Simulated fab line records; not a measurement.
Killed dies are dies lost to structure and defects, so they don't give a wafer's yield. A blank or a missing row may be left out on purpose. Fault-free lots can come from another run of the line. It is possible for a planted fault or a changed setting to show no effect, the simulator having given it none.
One fault seen from 3 desks | flow n5 finfet | only its own numbers are on each desk; what lay behind them is given at the end

== TOOL OWNER'S DESK, rie diel-06 ==
The tool's own readings at N5_PMOS_HMC_CHANNEL_EPI_ETCH_32 (etches BARC in N2/H2, stops on SiO2, target depth 85.8 nm, time 50.3 s): means of the sampled wafers that have a number, for each lot that ran on this tool. The brackets show how far a lot's mean lies from the usual mean; more than 4 standard deviations puts the lot out of limits, marked OUT.
Columns: A = bias w at N5_PMOS_HMC_CHANNEL_EPI_ETCH_32, usual 150.0 W; B = drypump motor current A at N5_PMOS_HMC_CHANNEL_EPI_ETCH_32, usual 5.9 A; C = oes product au at N5_PMOS_HMC_CHANNEL_EPI_ETCH_32, usual 0.67 a.u.; D = rf vpp V at N5_PMOS_HMC_CHANNEL_EPI_ETCH_32, usual 524.3 V; E = showerhead plenum p Torr at N5_PMOS_HMC_CHANNEL_EPI_ETCH_32, usual 2.56 Torr; F = throttle valve pct at N5_PMOS_HMC_CHANNEL_EPI_ETCH_32, usual 17.9 %
lot  | first seen here | A                       | B   | C    | D               | E    | F
L630 | day 2 05:31     | 150.1                   | 5.6 | 0.68 | 522.9           | 2.52 | 18.0
L631 | day 2 11:13     | 241.7 (+99 or more) OUT | 5.7 | 0.66 | 706.5 (+83) OUT | 2.55 | 18.1
L633 | day 3 01:00     | 242.4 (+99 or more) OUT | 5.6 | 0.71 | 707.5 (+83) OUT | 2.58 | 18.1
This desk's verdict: out of limits on L631, L633, starting with L631 at day 2 11:13 (bias w at N5_PMOS_HMC_CHANNEL_EPI_ETCH_32). Within limits: L630.

== THE DEFECT DESK ==
For each lot, the counts of the inspections along the route, averaged over the sampled wafers that have a number. The brackets show how far a lot's mean lies from the usual mean; more than 4 standard deviations puts the lot out of limits, marked OUT.
Columns: A = raw defect count at N5_PMOS_HMC_CHANNEL_EPI_INSPECT_11, usual 2.0
lot  | first seen here | A
L630 | day 2 05:04     | 1.3
L631 | day 2 11:09     | 3.0
L633 | day 3 00:11     | 1.0
L637 | day 3 23:28     | 3.3
L640 | day 4 17:28     | 1.7
L645 | day 5 23:32     | 2.7
This desk found nothing out of limits on any of the 6 lots.

== THE METROLOGY DESK ==
What the gauges read, lot by lot, whatever tool the lot ran on: means of the sampled wafers that have a number. The brackets show how far a lot's mean lies from the usual mean; more than 4 standard deviations puts the lot out of limits, marked OUT.
Columns: A = cd nm at N5_PMOS_HMC_CHANNEL_EPI_CD_MEAS_09, usual 236.4 nm; B = PMOS_HMC_BLK_OVL at N5_PMOS_HMC_CHANNEL_EPI_OVL_MEAS_10, usual 0.1 nm
lot  | first seen here | A     | B
L630 | day 2 05:01     | 236.1 | 0.8
L631 | day 2 11:06     | 236.4 | 0.5
L633 | day 3 00:08     | 236.7 | -0.3
L637 | day 3 23:24     | 235.7 | -0.3
L640 | day 4 17:25     | 236.3 | -0.5
L645 | day 5 23:28     | 236.6 | -0.1
This desk found nothing out of limits on any of the 6 lots.

== BROUGHT TOGETHER ==
At day 2 11:13, on L631, L633, the tool owner's desk was in a position to raise an alarm.
The defect desk saw nothing out of limits.
At the metrology desk, nothing out of limits was observed.
The defect desk has L631, L633 on record, within its limits.
The metrology desk has L631, L633 on record, within its limits.
N5_PMOS_HMC_CHANNEL_EPI_ETCH_32 was run on rie diel-06 by each of the lots named.

== WHAT THE SIMULATOR PUT IN ==
Process parameter drift: rie diel-06, from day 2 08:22 on, at N5_PMOS_HMC_CHANNEL_EPI_ETCH_32. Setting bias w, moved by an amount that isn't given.
Shown lots that were struck: L631, L633.
Delay in hours, fault start to first out-of-limits reading, by desk: the tool owner's desk at 3.
